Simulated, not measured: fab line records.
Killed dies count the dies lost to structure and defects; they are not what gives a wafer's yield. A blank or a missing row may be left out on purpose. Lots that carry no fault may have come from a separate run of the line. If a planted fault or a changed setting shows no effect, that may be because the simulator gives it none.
fab line records    flow n5_finfet
record lots=9  wafers=26  last_day=17
route steps=1938 shown MOL_CONTACT_COAG@610 BEOL_M4@1111 PASSIVATION@1936
lots with no fault: from the same line, run without faults
start_h: hours from the record's first day to the start of the lot's first wafer shown    wait_h: hours elapsed since this lot's preceding step    " as in the row above    L1.1+2: one row covering several wafers at once    - either no value or no given start    * or withheld: withheld    < > ~ a bound
route shown NAME@n: names a module that has steps shown in the file, with the first one's number in the route    usual: mean/standard deviation taken from wafers without a fault    same: alike in all rows    chamber/n: place in a boat    sites: readings site by site    _std_site: their standard deviation    _edge_site: inner sites' mean taken away from outer sites' mean    radius_mm: for every site, how far away it sits from the centre of the wafer    mask NAME#n: copy n    behind: the most recent tool/chamber to have shaped the wafer    hold: the reason the lot was held/the length of the hold in hours/how it ended    device: transistor that didn't switch, given as n, p or np    end of line: tests of these same wafers at the route's end    step lacking rows: just its recipe    killed: not the wafer's yield, but the dies lost to structure and defects at the first sort    map: the dies of a wafer, with x for killed, . for not killed, _ for no die there
set.NAME: the setting as run; set.NAME@STEP: as run at that earlier step    model.NAME: the simulator's own value behind a step, which no gauge read
route steps across a sampled set of lots; one table per step, one row per wafer
services: from which hour (start_h, from the record's first day; less than 0 if before it) a tool's chamber was out of use, for how many hours, and why
## steps
# step N5_MOL_CONTACT_COAG_ETCH_67
# recipe chemistry=N2/H2  target=SOC  target_depth_a=600  overetch_a=210  mask_material=SiARC  temp_c=40  time_s=101.2  ion_energy_ev=200  pressure_mtorr=30  source_w=840  bias_w=150  n2_flow_sccm=200  h2_flow_sccm=200
# usual drypump_motor_current_A=5.6/0.41  oes_product_au=0.66/0.075  rf_fwd_power_W=835.6/2.5  rf_vpp_V=523.4/1.8  showerhead_plenum_p_Torr=2.52/0.058  throttle_valve_pct=17.7/0.33
# same time_s=101.2
lot.wafer  tool         chamber  start_h  wait_h  drypump_motor_current_A  oes_product_au  rf_fwd_power_W  rf_hours_counter_h  rf_vpp_V  showerhead_plenum_p_Torr  throttle_valve_pct
L161.1     rie_diel-04  0        116.20   0.0     6.1                      0.61            833.4           210                 523.5     2.49                      17.6
L161.4     "            2        "        "       5.5                      0.71            840.6           36                  522.7     2.46                      17.2
L161.6     "            3        "        "       4.9                      0.66            832.7           -                   521.2     2.46                      17.9
L164.2     rie_diel-03  2        131.67   0.0     5.6                      0.79            832.4           13                  525.0     2.60                      17.3
L164.4     "            3        "        "       5.4                      0.58            836.8           -                   522.7     2.53                      18.3
L164.6     "            0        "        "       6.4                      0.62            836.1           -                   523.6     2.52                      17.8
L165.2     rie_diel-01  3        136.65   0.0     5.3                      0.60            833.2           171                 524.6     2.63                      17.7
L165.4     "            3        "        "       5.3                      0.60            836.2           -                   524.7     2.63                      17.8
L165.5     "            1        "        "       5.7                      0.72            831.2           -                   523.8     2.58                      17.2
L166.1     rie_diel-04  1        145.13   0.0     5.4                      0.77            841.3           15                  521.6     2.49                      17.7
L166.4     "            2        "        "       5.5                      0.70            831.5           47                  522.1     2.46                      17.3
L166.5     "            3        "        "       4.9                      0.66            833.4           -                   521.9     2.46                      18.0
L168.1     rie_diel-03  3        155.31   0.0     5.4                      0.58            835.3           223                 522.9     2.52                      18.3
L168.5     "            0        "        "       6.4                      0.61            838.6           -                   522.6     2.52                      17.8
L172.1     rie_diel-01  1        179.12   0.0     5.8                      0.70            833.9           62                  524.6     2.57                      17.2
L172.4     "            0        "        "       5.7                      0.61            834.2           213                 519.8     2.41                      17.7
L172.6     "            3        "        "       5.3                      0.59            838.3           -                   527.7     2.62                      17.8
L173.1     rie_diel-03  3        186.01   0.0     5.4                      0.58            833.2           235                 522.0     2.52                      18.3
L173.4     "            0        "        "       6.4                      0.61            835.1           188                 523.1     2.51                      17.8
L173.5     "            2        "        "       5.7                      0.75            835.9           -                   525.2     2.59                      17.3
L176.1     rie_diel-04  2        202.30   0.0     5.5                      0.68            834.5           66                  522.1     2.45                      17.3
L176.3     "            0        "        "       6.0                      0.59            838.9           240                 522.9     2.47                      17.6
L176.6     "            2        "        "       5.5                      0.68            836.5           -                   520.1     2.45                      17.3
L178.2     rie_diel-04  1        214.70   0.0     5.4                      0.73            834.4           40                  523.9     2.48                      17.8
L178.3     "            2        "        "       5.5                      0.68            833.9           71                  521.4     2.45                      17.3
L178.5     "            0        "        "       6.0                      0.59            834.7           -                   522.7     2.47                      17.6
# step N5_MOL_CONTACT_COAG_ETCHBACK_136
# recipe chemistry=CHF3  target=SiO2  target_depth_a=250  time_s=16.7  ion_energy_ev=200  pressure_mtorr=30  source_w=610  bias_w=170  Ar_flow_sccm=200  CHF3_flow_sccm=50
# usual drypump_motor_current_A=5.6/0.41  oes_product_au=0.79/0.095  rf_fwd_power_W=600.3/3  rf_vpp_V=517/11  showerhead_plenum_p_Torr=2.36/0.056  throttle_valve_pct=18.6/0.31
# same time_s=16.7
lot.wafer  tool         chamber  start_h  wait_h  drypump_motor_current_A  oes_product_au  rf_fwd_power_W  rf_hours_counter_h  rf_vpp_V  showerhead_plenum_p_Torr  throttle_valve_pct
L161.1     rie_diel-04  0        116.29   0.0     6.0                      0.73            600.1           210                 529       2.35                      18.7
L161.4     "            2        "        "       5.5                      0.87            593.6           36                  523       2.32                      18.3
L161.6     "            3        "        "       4.9                      0.76            604.9           -                   510       2.29                      18.8
L164.2     rie_diel-03  2        131.76   0.0     5.6                      0.95            595.5           13                  533       2.41                      18.1
L164.4     "            3        "        "       5.4                      0.70            599.7           -                   514       2.33                      19.0
L164.6     "            0        "        "       6.4                      0.74            599.1           -                   508       2.39                      18.9
L165.2     rie_diel-01  3        136.79   0.0     5.3                      0.72            604.4           171                 516       2.48                      18.8
L165.4     "            3        "        "       5.3                      0.72            601.6           -                   518       2.48                      18.8
L165.5     "            1        "        "       5.8                      0.87            600.3           -                   512       2.43                      18.2
L166.1     rie_diel-04  1        145.22   0.0     5.4                      0.94            602.0           16                  523       2.32                      18.6
L166.4     "            2        "        "       5.5                      0.85            597.7           47                  525       2.31                      18.3
L166.5     "            3        "        "       4.9                      0.76            603.0           -                   508       2.29                      18.8
L168.1     rie_diel-03  3        155.40   0.0     5.4                      0.69            602.6           223                 514       2.33                      19.0
L168.5     "            0        "        "       6.4                      0.72            602.6           -                   506       2.38                      18.9
L172.1     rie_diel-01  1        179.21   0.0     5.7                      0.84            600.2           62                  512       2.43                      18.3
L172.4     "            0        "        "       5.8                      0.73            596.6           213                 528       2.25                      18.7
L172.6     "            3        "        "       5.3                      0.70            602.8           -                   517       2.47                      18.8
L173.1     rie_diel-03  3        186.10   0.0     5.4                      0.68            601.2           235                 517       2.33                      19.1
L173.4     "            0        "        "       6.3                      0.71            603.0           188                 507       2.38                      18.9
L173.5     "            2        "        "       5.6                      0.90            602.0           -                   531       2.40                      18.1
L176.1     rie_diel-04  2        202.39   0.0     5.5                      0.82            596.5           66                  525       2.31                      18.4
L176.3     "            0        "        "       6.1                      0.70            603.6           240                 530       2.34                      18.8
L176.6     "            2        "        "       5.5                      0.80            599.9           -                   522       2.31                      18.4
L178.2     rie_diel-04  1        214.79   0.0     5.4                      0.88            601.2           40                  524       2.31                      18.6
L178.3     "            2        "        "       5.5                      0.82            594.9           71                  523       2.30                      18.4
L178.5     "            0        "        "       6.1                      0.71            602.0           -                   527       2.34                      18.8
# step N5_MOL_CONTACT_COAG_ETCH_124
# recipe chemistry=CH3F/O2  target=SiNx  target_depth_a=65  mask_material=SOC  stop_on=SiOC  over_etch_frac=0.3  ion_energy_ev=120  pressure_mtorr=30  source_w=395  bias_w=73  Ar_flow_sccm=150  CH3F_flow_sccm=30  O2_flow_sccm=20  ends=end_point
# usual drypump_motor_current_A=5.6/0.41  oes_f_703_au=0.80/0.091  oes_product_au=0.67/0.076  rf_fwd_power_W=391.2/1.7  rf_vpp_V=293/6.4  showerhead_plenum_p_Torr=1.98/0.05  throttle_valve_pct=16.2/0.31
lot.wafer  tool         chamber  start_h  wait_h  drypump_motor_current_A  oes_f_703_au  oes_product_au  rf_fwd_power_W  rf_hours_counter_h  rf_vpp_V  showerhead_plenum_p_Torr  throttle_valve_pct
L161.1     rie_diel-04  0        116.35   0.0     6.0                      0.73          0.61            391.9           210                 300       1.96                      16.3
L161.4     "            2        "        "       5.5                      0.84          0.73            390.9           36                  297       1.95                      15.9
L161.6     "            3        "        "       4.9                      0.77          0.67            393.9           -                   288       1.92                      16.4
L164.2     rie_diel-03  2        131.83   0.0     5.6                      0.94          0.80            389.9           13                  302       2.03                      15.7
L164.4     "            3        "        "       5.4                      0.74          0.60            389.6           -                   294       1.96                      16.6
L164.6     "            0        "        "       6.3                      0.74          0.63            393.5           -                   287       2.00                      16.5
L165.2     rie_diel-01  3        136.88   0.0     5.3                      0.73          0.62            393.0           171                 292       2.09                      16.4
L165.4     "            3        "        "       5.3                      0.73          0.61            392.5           -                   293       2.09                      16.4
L165.5     "            1        "        "       5.7                      0.87          0.73            390.1           -                   290       2.05                      15.8
L166.1     rie_diel-04  1        145.28   0.0     5.4                      0.93          0.78            391.2           16                  298       1.95                      16.1
L166.4     "            2        "        "       5.5                      0.82          0.72            391.2           47                  298       1.94                      16.0
L166.5     "            3        "        "       4.9                      0.77          0.66            391.1           -                   287       1.92                      16.3
L168.1     rie_diel-03  3        155.46   0.0     5.4                      0.73          0.60            393.0           223                 293       1.96                      16.7
L168.5     "            0        "        "       6.4                      0.75          0.62            393.3           -                   288       1.99                      16.5
L172.1     rie_diel-01  1        179.28   0.0     5.8                      0.85          0.72            389.7           62                  291       2.04                      15.9
L172.4     "            0        "        "       5.7                      0.75          0.63            390.5           213                 300       1.89                      16.3
L172.6     "            3        "        "       5.3                      0.72          0.61            391.1           -                   294       2.08                      16.4
L173.1     rie_diel-03  3        186.16   0.0     5.4                      0.72          0.59            389.3           235                 293       1.96                      16.7
L173.4     "            0        "        "       6.4                      0.73          0.62            392.7           188                 287       1.99                      16.5
L173.5     "            2        "        "       5.6                      0.89          0.75            388.6           -                   300       2.02                      15.7
L176.1     rie_diel-04  2        202.45   0.0     5.5                      0.55          0.69            295.3           66                  339       1.94                      16.0
L176.3     "            0        "        "       6.0                      0.50          0.61            295.6           240                 340       1.95                      16.3
L176.6     "            2        "        "       5.5                      0.55          0.69            294.5           -                   337       1.94                      16.0
L178.2     rie_diel-04  1        214.85   0.0     5.4                      0.62          0.76            296.5           40                  336       1.94                      16.1
L178.3     "            2        "        "       5.5                      0.55          0.68            293.8           71                  340       1.94                      16.0
L178.5     "            0        "        "       6.1                      0.50          0.60            298.2           -                   341       1.95                      16.4
# step N5_MOL_CONTACT_COAG_CVD_140
# recipe material=W  target_thk_a=665  mode=selective_fill  temp_c=300  time_s=215
# usual heater_power_w=438/25
# same time_s=215
lot.wafer  tool      chamber  start_h  wait_h  heater_power_w
L161.1     cvd_w-02  1        116.82   0.1     475
L161.4     "         1        "        "       466
L161.6     "         1        "        "       470
L164.2     cvd_w-01  1        132.28   0.1     409
L164.4     "         0        "        "       450
L164.6     "         0        "        "       462
L165.2     cvd_w-01  0        137.41   0.1     463
L165.4     "         0        "        "       450
L165.5     "         0        "        "       450
L166.1     cvd_w-01  0        145.73   0.1     454
L166.4     "         1        "        "       415
L166.5     "         1        "        "       424
L168.1     cvd_w-02  1        155.92   0.1     477
L168.5     "         1        "        "       470
L172.1     cvd_w-02  1        179.74   0.1     455
L172.4     "         1        "        "       463
L172.6     "         0        "        "       413
L173.1     cvd_w-01  1        186.61   0.1     418
L173.4     "         1        "        "       424
L173.5     "         0        "        "       441
L176.1     cvd_w-02  1        202.91   0.1     461
L176.3     "         0        "        "       413
L176.6     "         0        "        "       406
L178.2     cvd_w-02  0        215.30   0.1     418
L178.3     "         0        "        "       412
L178.5     "         0        "        "       408
# step N5_BEOL_M4_RC_MEAS_101
# usual DIBL_N=36.2/2  DIBL_P=36.1/2.4  IOFF_N=0.16/0.035  IOFF_P=0.22/0.041  ION_N=675/14  ION_P=465/8.6  SS_N=71.5/0.64  SS_P=73.2/0.76  VT_N=250/3.9  VT_P=-249/3.4
lot.wafer  tool       chamber  start_h  wait_h  DIBL_N[mV/V]  DIBL_P[mV/V]  IOFF_N[nA/um]  IOFF_P[nA/um]  ION_N[uA/um]  ION_P[uA/um]  SS_N[mV/dec]  SS_P[mV/dec]  VT_N[mV]  VT_P[mV]
L161.1     prober-01  0        177.80   0.0     36.6          36.9          0.16           0.21           677           460           71.8          72.8          248       -249
L161.4     "          0        "        "       35.3          34.8          0.14           0.18           687           471           70.9          72.4          249       -251
L161.6     "          0        "        "       35.0          34.3          0.13           0.19           670           463           71.4          72.1          249       -249
L165.2     prober-01  0        206.14   0.2     34.8          34.5          0.13           0.20           665           456           71.7          72.6          248       -251
L165.4     "          0        "        "       35.7          36.2          0.16           0.22           680           470           71.5          73.6          248       -246
L165.5     "          0        "        "       35.7          36.0          0.16           0.23           675           476           71.6          72.8          249       -249
L164.2     prober-02  0        209.19   0.2     38.1          38.2          0.18           0.24           681           465           72.1          74.5          247       -249
L164.4     "          0        "        "       38.1          38.2          0.17           0.24           670           457           72.8          73.7          251       -247
L164.6     "          0        "        "       37.6          37.4          0.17           0.23           672           463           72.0          73.8          248       -251
L168.1     prober-02  0        225.18   0.0     38.0          38.3          0.20           0.25           684           474           70.9          73.9          243       -247
L168.5     "          0        "        "       37.2          37.9          0.18           0.25           673           469           71.1          73.4          245       -247
L166.1     prober-01  0        225.70   0.0     38.1          38.1          0.19           0.27           684           475           71.7          73.3          246       -244
L166.4     "          0        "        "       35.5          34.8          0.14           0.23           669           472           71.5          72.6          253       -249
L166.5     "          0        "        "       39.5          39.4          0.23           0.31           694           474           72.5          74.0          246       -245
L172.1     prober-01  0        255.86   0.0     37.1          38.2          0.16           0.24           678           467           71.9          73.2          249       -248
L172.4     "          0        "        "       35.0          35.3          0.13           0.19           661           461           71.2          72.9          254       -249
L172.6     "          0        "        "       36.6          38.1          0.16           0.23           679           472           71.1          73.7          251       -248
L173.1     prober-01  0        262.25   0.0     38.9          38.2          0.21           0.26           693           479           72.0          73.1          242       -246
L173.4     "          0        "        "       39.1          38.8          0.21           0.28           697           473           71.6          74.4          247       -244
L173.5     "          0        "        "       36.9          34.9          0.16           0.22           672           459           71.2          74.1          247       -249
L176.1     prober-02  0        272.29   0.0     34.9          33.2          0.13           0.18           677           466           70.9          72.7          251       -251
L176.3     "          0        "        "       38.7          37.5          0.19           0.24           674           463           72.2          74.4          248       -247
L176.6     "          0        "        "       40.8          40.7          0.24           0.28           703           472           72.0          74.0          243       -247
L178.2     prober-02  0        293.23   0.2     34.1          34.6          0.12           0.19           664           465           71.1          73.1          257       -251
L178.3     "          0        "        "       36.5          36.2          0.16           0.19           652           443           72.1          74.3          251       -254
L178.5     "          0        "        "       36.6          36.6          0.16           0.20           676           464           71.7          73.3          251       -253
# step N5_PASSIVATION_PROBE_49
# usual defect_limited_yield=91.1/1.4  killed_at_M0_to_M3=36/9.9  killed_at_M4_up=13/5.8  killed_at_contacts=14/5.9  killed_at_front_end=39/11  killed_at_other=3.4/2.9  killed_dies=105/17  killed_open=70/13  killed_short=34/7.3  sort_bin_5_function=5.3/1  sort_bin_6_memory=3.3/0.62  sort_n_pass=1075/17  sort_yield_pct=91.1/1.4
# same gross_dies=1180  killed_at_back_side=0  sort_bin_4_leakage[%]=0  sort_bin_8_speed[%]=0
lot.wafer  tool       chamber  start_h  wait_h  defect_limited_yield[%]  killed_at_M0_to_M3  killed_at_M4_up  killed_at_contacts  killed_at_front_end  killed_at_other  killed_dies  killed_open  killed_short  sort_bin_5_function[%]  sort_bin_6_memory[%]  sort_n_pass  sort_yield_pct[%]
L161.1     prober-01  -        292.63   0.0     90.4                     36                  12               16                  44                   5                113          75           36            5.9                     3.1                   1067         90.4
L161.4     prober-01  -        292.78   0.2     92.4                     35                  17               10                  23                   5                90           57           33            4.3                     3.3                   1090         92.4
L161.6     prober-01  -        292.88   0.3     90.3                     39                  9                16                  45                   6                115          77           37            6.2                     3.0                   1065         90.3
L165.2     prober-02  -        314.62   0.1     87.2                     48                  17               23                  61                   2                151          115          33            7.9                     4.7                   1029         87.2
L165.4     prober-02  -        314.72   0.2     88.6                     55                  16               13                  49                   1                134          96           36            7.7                     3.2                   1046         88.6
L165.5     prober-02  -        314.77   0.2     90.2                     39                  11               9                   55                   2                116          80           36            5.6                     4.0                   1064         90.2
L164.2     prober-02  -        320.27   0.1     90.8                     31                  19               9                   44                   5                108          63           45            5.0                     4.1                   1072         90.8
L164.4     prober-02  -        320.37   0.2     90.9                     31                  11               13                  47                   5                107          77           30            5.6                     3.4                   1073         90.9
L164.6     prober-02  -        320.47   0.3     91.9                     41                  11               7                   30                   6                95           62           33            4.7                     3.0                   1085         91.9
L168.1     prober-01  -        323.79   0.0     91.8                     44                  9                9                   28                   7                97           59           37            5.5                     2.6                   1083         91.8
L168.5     prober-01  -        323.99   0.2     94.4                     32                  4                1                   24                   5                66           48           18            3.4                     1.9                   1114         94.4
L166.1     prober-02  -        327.84   0.0     92.5                     32                  8                17                  25                   7                89           65           24            4.3                     2.8                   1091         92.5
L166.4     prober-02  -        327.99   0.2     92.9                     39                  8                10                  25                   2                84           63           21            4.2                     2.5                   1096         92.9
L166.5     prober-02  -        328.04   0.2     91.9                     42                  14               7                   31                   2                96           65           31            4.9                     3.1                   1084         91.9
L172.1     prober-02  -        353.23   0.1     90.0                     34                  11               29                  41                   3                118          64           53            7.0                     2.4                   1062         90.0
L172.4     prober-02  -        353.38   0.2     91.3                     19                  7                34                  42                   1                103          61           42            5.8                     2.5                   1077         91.3
L172.6     prober-02  -        353.48   0.3     91.1                     41                  11               15                  38                   0                105          67           37            5.3                     3.6                   1075         91.1
L173.1     prober-02  -        384.58   0.0     91.9                     30                  11               11                  40                   3                95           70           25            5.3                     2.8                   1085         91.9
L173.4     prober-02  -        384.73   0.2     91.5                     35                  12               18                  31                   4                100          70           30            4.7                     3.3                   1080         91.5
L173.5     prober-02  -        384.78   0.2     91.1                     44                  11               14                  31                   5                105          73           30            4.8                     3.8                   1075         91.1
L176.1     prober-02  -        385.70   0.0     92.4                     25                  21               13                  29                   2                90           60           28            4.6                     2.7                   1090         92.4
L176.3     prober-02  -        385.80   0.1     92.0                     23                  10               17                  41                   3                94           68           24            4.2                     3.6                   1086         92.0
L176.6     prober-02  -        385.95   0.3     93.7                     17                  11               9                   30                   7                74           55           16            3.6                     2.5                   1106         93.7
L178.2     prober-01  -        399.43   0.1     89.8                     42                  15               9                   52                   2                120          75           42            6.3                     3.6                   1060         89.8
L178.3     prober-01  -        399.48   0.1     89.2                     44                  21               11                  52                   0                128          85           39            6.4                     4.1                   1052         89.2
L178.5     prober-01  -        399.58   0.2     86.3                     45                  35               14                  63                   5                162          104          45            8.6                     3.8                   1018         86.3
# killed by level:class
L161.1 BEOL_M3:geometric_particle:open=13 FIN_SAQP:geometric_particle:short=12 MOL_CONTACT_COAG:geometric_particle:open=12 FIN_SAQP:geometric_particle:open=10 STI_FIN_REVEAL:geometric_particle:open=6 BEOL_M1:geometric_particle:open=6 MOL_CONTACT_COAG:geometric_particle:short=4 BEOL_M2:geometric_particle:open=4
L161.4 MOL_CONTACT_COAG:geometric_particle:open=9 FIN_SAQP:geometric_particle:short=7 BEOL_M0:geometric_particle:open=7 BEOL_M2:geometric_particle:open=7 GATE_CUT:geometric_particle:short=5 BEOL_M1:geometric_particle:short=5 BEOL_M1:geometric_particle:open=5 FIN_SAQP:geometric_particle:open=4
L161.6 MOL_CONTACT_COAG:geometric_particle:open=11 BEOL_M0_SAQP:geometric_particle:open=11 STI_FIN_REVEAL:geometric_particle:open=10 BEOL_M0_SAQP:geometric_particle:short=8 FIN_SAQP:geometric_particle:open=7 BEOL_M3:geometric_particle:open=7 BEOL_M1:geometric_particle:short=6 DUMMY_GATE:geometric_particle:open=5
L165.2 FIN_SAQP:geometric_particle:open=26 MOL_CONTACT_COAG:geometric_particle:open=20 BEOL_M1:geometric_particle:open=18 FIN_SAQP:geometric_particle:short=11 STI_FIN_REVEAL:geometric_particle:open=10 BEOL_M4:geometric_particle:open=9 BEOL_M3:geometric_particle:open=8 BEOL_M0_SAQP:geometric_particle:open=5
L165.4 FIN_SAQP:geometric_particle:open=18 MOL_CONTACT_COAG:geometric_particle:open=12 BEOL_M0:geometric_particle:open=10 STI_FIN_REVEAL:geometric_particle:open=9 BEOL_M0_SAQP:geometric_particle:open=9 BEOL_M0_SAQP:geometric_particle:short=8 BEOL_M2:geometric_particle:open=7 BEOL_M1:geometric_particle:open=7
L165.5 FIN_SAQP:geometric_particle:open=21 BEOL_M1:geometric_particle:open=11 FIN_SAQP:geometric_particle:short=9 MOL_CONTACT_COAG:geometric_particle:open=8 BEOL_M0_SAQP:geometric_particle:open=8 GATE_CUT:geometric_particle:open=7 BEOL_M0_SAQP:geometric_particle:short=7 BEOL_M3:geometric_particle:open=5
L164.2 BEOL_M0_SAQP:geometric_particle:short=15 STI_FIN_REVEAL:geometric_particle:open=12 FIN_SAQP:geometric_particle:open=10 MOL_CONTACT_COAG:geometric_particle:open=7 BEOL_M0_SAQP:geometric_particle:open=6 FIN_SAQP:geometric_particle:short=5 BEOL_M5:geometric_particle:short=5 BEOL_M8:geometric_particle:open=4
L164.4 DUMMY_GATE:geometric_particle:open=13 FIN_SAQP:geometric_particle:open=12 MOL_CONTACT_COAG:geometric_particle:open=10 BEOL_M0_SAQP:geometric_particle:short=10 BEOL_M0_SAQP:geometric_particle:open=7 BEOL_M3:geometric_particle:open=7 FIN_SAQP:geometric_particle:short=6 BEOL_M4:geometric_particle:open=6
L164.6 BEOL_M3:geometric_particle:open=10 FIN_SAQP:geometric_particle:open=8 BEOL_M0_SAQP:geometric_particle:short=8 FIN_SAQP:geometric_particle:short=6 DUMMY_GATE:geometric_particle:open=6 BEOL_M2:geometric_particle:open=6 STI_FIN_REVEAL:geometric_particle:open=5 MOL_CONTACT_COAG:geometric_particle:open=5
L168.1 BEOL_M0_SAQP:geometric_particle:open=8 BEOL_M0_SAQP:geometric_particle:short=7 BEOL_M1:geometric_particle:open=6 MOL_CONTACT_COAG:geometric_particle:open=6 BEOL_M0:geometric_particle:open=6 BEOL_M2:geometric_particle:open=6 BEOL_M3:geometric_particle:open=5 STARTING-WAFER:geometric_particle:short=5
L168.5 BEOL_M2:geometric_particle:open=18 FIN_SAQP:geometric_particle:short=4 FIN_SAQP:geometric_particle:open=4 STI_FIN_REVEAL:geometric_particle:open=4 BEOL_M1:geometric_particle:open=4 ILD0:geometric_particle:open=3 ILD0:geometric_particle:short=3 GATE_CUT:geometric_particle:open=2
L166.1 MOL_CONTACT_COAG:geometric_particle:open=14 BEOL_M2:geometric_particle:open=9 STI_FIN_REVEAL:geometric_particle:open=7 BEOL_M0_SAQP:geometric_particle:open=6 BEOL_M3:geometric_particle:open=6 BEOL_M1:geometric_particle:open=5 BEOL_M4:geometric_particle:open=4 PASS1_CAP:geometric_particle:short=4
L166.4 BEOL_M2:geometric_particle:open=16 BEOL_M0_SAQP:geometric_particle:open=10 STI_FIN_REVEAL:geometric_particle:open=8 MOL_CONTACT_COAG:geometric_particle:open=8 FIN_SAQP:geometric_particle:short=7 BEOL_M1:geometric_particle:open=4 BEOL_M4:geometric_particle:open=4 FIN_SAQP:geometric_particle:open=3
L166.5 BEOL_M0_SAQP:geometric_particle:short=13 BEOL_M0_SAQP:geometric_particle:open=11 DUMMY_GATE:geometric_particle:open=10 BEOL_M4:geometric_particle:open=8 STI_FIN_REVEAL:geometric_particle:open=6 BEOL_M1:geometric_particle:open=6 MOL_CONTACT_COAG:geometric_particle:open=5 GATE_CUT:geometric_particle:open=4
L172.1 MOL_CONTACT_COAG:geometric_particle:open=20 FIN_SAQP:geometric_particle:short=18 MOL_CONTACT_COAG:geometric_particle:short=9 BEOL_M0_SAQP:geometric_particle:short=7 STI_FIN_REVEAL:geometric_particle:open=7 BEOL_M2:geometric_particle:open=7 BEOL_M1:geometric_particle:open=6 BEOL_M0_SAQP:geometric_particle:open=4
L172.4 MOL_CONTACT_COAG:geometric_particle:open=25 FIN_SAQP:geometric_particle:short=16 FIN_SAQP:geometric_particle:open=12 MOL_CONTACT_COAG:geometric_particle:short=9 BEOL_M0_SAQP:geometric_particle:open=5 BEOL_M0_SAQP:geometric_particle:short=4 GATE_CUT:geometric_particle:short=3 BEOL_M1:geometric_particle:open=3
L172.6 MOL_CONTACT_COAG:geometric_particle:open=13 BEOL_M2:geometric_particle:open=12 BEOL_M3:geometric_particle:open=10 BEOL_M0_SAQP:geometric_particle:short=8 FIN_SAQP:geometric_particle:open=7 FIN_SAQP:geometric_particle:short=7 DUMMY_GATE:geometric_particle:open=5 GATE_CUT:geometric_particle:short=4
L173.1 MOL_CONTACT_COAG:geometric_particle:open=10 FIN_SAQP:geometric_particle:open=9 DUMMY_GATE:geometric_particle:open=9 BEOL_M2:geometric_particle:open=9 BEOL_M0_SAQP:geometric_particle:short=7 STI_FIN_REVEAL:geometric_particle:open=7 BEOL_M0_SAQP:geometric_particle:open=7 FIN_SAQP:geometric_particle:short=5
L173.4 MOL_CONTACT_COAG:geometric_particle:open=16 DUMMY_GATE:geometric_particle:open=13 BEOL_M0_SAQP:geometric_particle:short=8 BEOL_M3:geometric_particle:open=7 BEOL_M0_SAQP:geometric_particle:open=6 STI_FIN_REVEAL:geometric_particle:open=5 BEOL_M2:geometric_particle:open=5 BEOL_M1:geometric_particle:open=4
L173.5 MOL_CONTACT_COAG:geometric_particle:open=13 BEOL_M2:geometric_particle:open=13 BEOL_M0_SAQP:geometric_particle:open=9 BEOL_M3:geometric_particle:open=8 BEOL_M0_SAQP:geometric_particle:short=8 FIN_SAQP:geometric_particle:open=7 STARTING-WAFER:geometric_particle:open=5 BEOL_M4:geometric_particle:open=4
L176.1 BEOL_M4:geometric_particle:open=12 MOL_CONTACT_COAG:geometric_particle:open=9 STI_FIN_REVEAL:geometric_particle:open=8 BEOL_M0_SAQP:geometric_particle:short=5 GATE_CUT:geometric_particle:short=5 MOL_CONTACT_COAG:geometric_particle:short=4 BEOL_M0_SAQP:geometric_particle:open=4 BEOL_M2:geometric_particle:open=4
L176.3 MOL_CONTACT_COAG:geometric_particle:open=14 STI_FIN_REVEAL:geometric_particle:open=12 FIN_SAQP:geometric_particle:open=7 BEOL_M1:geometric_particle:open=6 BEOL_M2:geometric_particle:open=5 DUMMY_GATE:geometric_particle:open=4 GATE_CUT:geometric_particle:open=4 STI_FIN_REVEAL:geometric_particle:short=3
L176.6 FIN_SAQP:geometric_particle:open=12 MOL_CONTACT_COAG:geometric_particle:open=8 STI_FIN_REVEAL:geometric_particle:open=7 BEOL_M0_SAQP:geometric_particle:short=5 BEOL_M0_SAQP:geometric_particle:open=4 BEOL_M3:geometric_particle:open=3 BEOL_M4:geometric_particle:open=3 BEOL_M2:geometric_particle:open=3
L178.2 FIN_SAQP:geometric_particle:short=16 FIN_SAQP:geometric_particle:open=11 BEOL_M3:geometric_particle:open=10 STI_FIN_REVEAL:geometric_particle:open=9 BEOL_M2:geometric_particle:open=8 BEOL_M0_SAQP:geometric_particle:open=8 MOL_CONTACT_COAG:geometric_particle:open=7 BEOL_M0_SAQP:geometric_particle:short=6
L178.3 FIN_SAQP:geometric_particle:open=14 BEOL_M2:geometric_particle:open=12 BEOL_M3:geometric_particle:open=11 BEOL_M4:geometric_particle:open=11 STI_FIN_REVEAL:geometric_particle:open=8 MOL_CONTACT_COAG:geometric_particle:open=7 FIN_SAQP:geometric_particle:short=6 BEOL_M0_SAQP:geometric_particle:short=6
L178.5 BEOL_M4:geometric_particle:open=22 BEOL_M2:geometric_particle:open=15 FIN_SAQP:geometric_particle:open=14 BEOL_M3:geometric_particle:open=11 HKMG_FIN:area_etch=10 FIN_SAQP:geometric_particle:short=9 MOL_CONTACT_COAG:geometric_particle:open=9 STI_FIN_REVEAL:geometric_particle:open=7
## services
tool         chamber  start_h  hours  kind
rie_diel-03  1        119.26   -      clean
rie_diel-03  1        119.26   -      consumable_replace:focus_ring
rie_diel-03  1        119.26   19.8   scheduled_down
rie_diel-03  1        119.26   19.8   vent_cycle
rie_diel-01  2        131.19   -      clean
rie_diel-01  2        131.19   -      consumable_replace:esc
rie_diel-01  2        131.19   -      consumable_replace:focus_ring
rie_diel-01  2        131.19   22.0   scheduled_down
rie_diel-01  2        131.19   22.0   vent_cycle
rie_diel-01  0        134.94   7.9    repair
rie_diel-03  1        188.21   2.4    repair
rie_diel-01  1        202.82   3.8    repair
## key
first_sign step=N5_MOL_CONTACT_COAG_ETCH_124  reading=rf_fwd_power_W  direction=down  sigmas=58  usual=*  struck=*
effect step=N5_MOL_CONTACT_COAG_ETCH_124  reading=rf_vpp_V  direction=up  sigmas=7.1  usual=293  struck=339
met_at N5_MOL_CONTACT_COAG_ETCH_124
struck_lots L176,L178
baseline_loss step=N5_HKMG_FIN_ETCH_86  wafers=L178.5
not_acting_at N5_MOL_CONTACT_COAG_ETCH_67,N5_MOL_CONTACT_COAG_ETCHBACK_136,N5_MOL_CONTACT_COAG_CVD_140
onset_between 145.28 202.45
fault kind=process_parameter_drift  tool=rie_diel-04  chamber=-  onset_h=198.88  steps=N5_MOL_CONTACT_COAG_ETCH_124  channel=source_w  offset=-94.8  shape=step  end_h=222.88  acts_in=these_recipes_only  stated=395
# baseline_loss: these wafers lose ten dies or more at that step, a loss of the line's own and not of a fault; the sort's usual values leave them out
